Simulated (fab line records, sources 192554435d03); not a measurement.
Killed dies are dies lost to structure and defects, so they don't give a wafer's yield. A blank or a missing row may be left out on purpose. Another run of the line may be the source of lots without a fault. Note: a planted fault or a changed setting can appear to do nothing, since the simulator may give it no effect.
Matching of chambers || flow n5_finfet || 3 sister chambers for N5_SPACER0_ALD_07 on ald_sin-01
The step deposits SiNx, target thk 2 nm. 6 wafers are shown with their chamber, then 5 later ones without.

## EACH WAFER AND ITS CHAMBER
{"wafer": "L147.1", "chamber": 2, "heater_power_outer_w (W)": 534, "heater_power_w (W)": 845}
{"wafer": "L156.1", "chamber": 2, "heater_power_outer_w (W)": 538, "heater_power_w (W)": 841}
{"wafer": "L156.3", "chamber": 1, "heater_power_outer_w (W)": 512, "heater_power_w (W)": 860}
{"wafer": "L156.5", "chamber": 3, "heater_power_outer_w (W)": 447, "heater_power_w (W)": 797}
{"wafer": "L157.1", "chamber": 3, "heater_power_outer_w (W)": 453, "heater_power_w (W)": 790}
{"wafer": "L157.4", "chamber": 1, "heater_power_outer_w (W)": 531, "heater_power_w (W)": 848}

## WAFERS MISSING THEIR CHAMBER
{"wafer": "L157.5", "heater_power_outer_w (W)": 544, "heater_power_w (W)": 838}
{"wafer": "L159.3", "heater_power_outer_w (W)": 549, "heater_power_w (W)": 840}
{"wafer": "L159.4", "heater_power_outer_w (W)": 448, "heater_power_w (W)": 789}
{"wafer": "L160.3", "heater_power_outer_w (W)": 461, "heater_power_w (W)": 794}
{"wafer": "L160.5", "heater_power_outer_w (W)": 524, "heater_power_w (W)": 835}

## EACH ONE'S CHAMBER
{"wafer": "L157.5", "from the rows above": 2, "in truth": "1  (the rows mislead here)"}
{"wafer": "L159.3", "from the rows above": 2, "in truth": 2}
{"wafer": "L159.4", "from the rows above": 3, "in truth": 3}
{"wafer": "L160.3", "from the rows above": 3, "in truth": 3}
{"wafer": "L160.5", "from the rows above": "can't be placed: 2 or 1", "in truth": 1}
Correct placement for 3 of the 5. These rows do not allow placing 1 (true chamber among the candidates in 1). Wrongly placed: 1.
How it was worked out, from the rows above alone: a wafer's distance from a chamber is the root of the sum, over the readings, of the square of ((its reading less the chamber's mean) divided by the reading's scatter). The wafer belongs to the nearest chamber; if the next one is less than 2 further off, it can't be placed. Each chamber's mean is taken over the wafers shown for it. How the scatter is found: for the shown wafers, subtract from each reading the mean of its chamber, square and add these, divide the total by (wafers less chambers), then take the root.
